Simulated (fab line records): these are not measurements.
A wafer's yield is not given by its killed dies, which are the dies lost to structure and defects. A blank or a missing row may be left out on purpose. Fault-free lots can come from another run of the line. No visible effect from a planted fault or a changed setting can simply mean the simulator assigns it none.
Code-filled problem report in 8D (eight disciplines) form ; flow n5-finfet ; the parts of the form that need people (team, actions taken, sign-off) are left out

1. THE ISSUE
spin-speed-rpm at N5_BEOL_M5_COAT_71 reads a mean of 1544.8 rpm on 6 wafers of 2 lots; wafers without a fault read 1499.7 rpm with a standard deviation of 1. Measured from the usual mean, that is +45 standard deviations.
The step: time 60 s, resist thk 5 nm.
First seen on wafer L733.2, day 11 10:54, on litho-track-01. At this step, 35 wafers from 13 lots have a number in the record. Rule for "out", or "out of limits": more than 4 standard deviations from the usual mean. The rest of the wafers with a number are treated as sound.

2. WHAT IT IS, WHAT IT ISN'T
question;is;is not
which readings at this step;spin-speed-rpm;-
which lots;L733, L734;L724, L725, L726, L728, L729, L731, L732, L743, L744, L745, L746
which wafers of those lots;all that have a number;-
read on which tools;litho-track-01;litho-track-03, litho-track-05
when;from day 11 10:54;"up to then (18 sound wafers); but 11 sound wafers of L743, L744, L745, L746 came after"

3. SUSPECTS, AND WHAT RULES EACH OUT
Counting: a tool at a process step up to the reading stays a suspect if it ran every lot that is out and no sound lot after the first of them.
- pecvd-02 at N5_BEOL_M5_PECVD_70 (deposits SiO2 from TEOS/O2, target thk 16 nm, time 18 s): ruled out as a lasting fault. Sound lots L743, L745 ran on it after its first lot that is out, L733 (day 11 10:32).
- litho-track-01 at N5_BEOL_M5_COAT_71 (time 60 s, resist thk 5 nm): ruled out as a lasting fault. Sound lots L745 ran on it after its first lot that is out, L733 (day 11 10:54).
Left after counting: nothing in the record.

4. THE CAUSE (what the simulator had put in)
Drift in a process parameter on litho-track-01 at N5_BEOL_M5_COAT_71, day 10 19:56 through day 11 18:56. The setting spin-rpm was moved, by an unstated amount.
Counting ruled it out, wrongly.

5. THE EFFECT CHAIN, in route order
Each row: a reading whose mean over the struck wafers that have a number lies more than 3 standard deviations from the usual. Only readings whose record carries a usual standard deviation are examined. hours: median over the lots of the time between each lot's start at the first step of this table that gives one and its start at this step. sigmas: the change, counted in usual standard deviations.
hours;step;reading;usual;on struck wafers;change;sigmas
0;N5_BEOL_M5_COAT_71;spin-speed-rpm;1499.7 rpm;1544.8;+45.1;+45
Here are the process steps it includes:
- N5_BEOL_M5_COAT_71: time 60 s, resist thk 5 nm.
Later steps that measure or inspect, where all struck wafers having a row at the step show a number for every such reading and not one has moved that far: N5_BEOL_M5_OVL_MEAS_12.

6. WHAT WOULD HAVE CAUGHT IT SOONER
In this record no reading fell out of limits until day 11 10:54, 15 hours after the fault had begun at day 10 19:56.
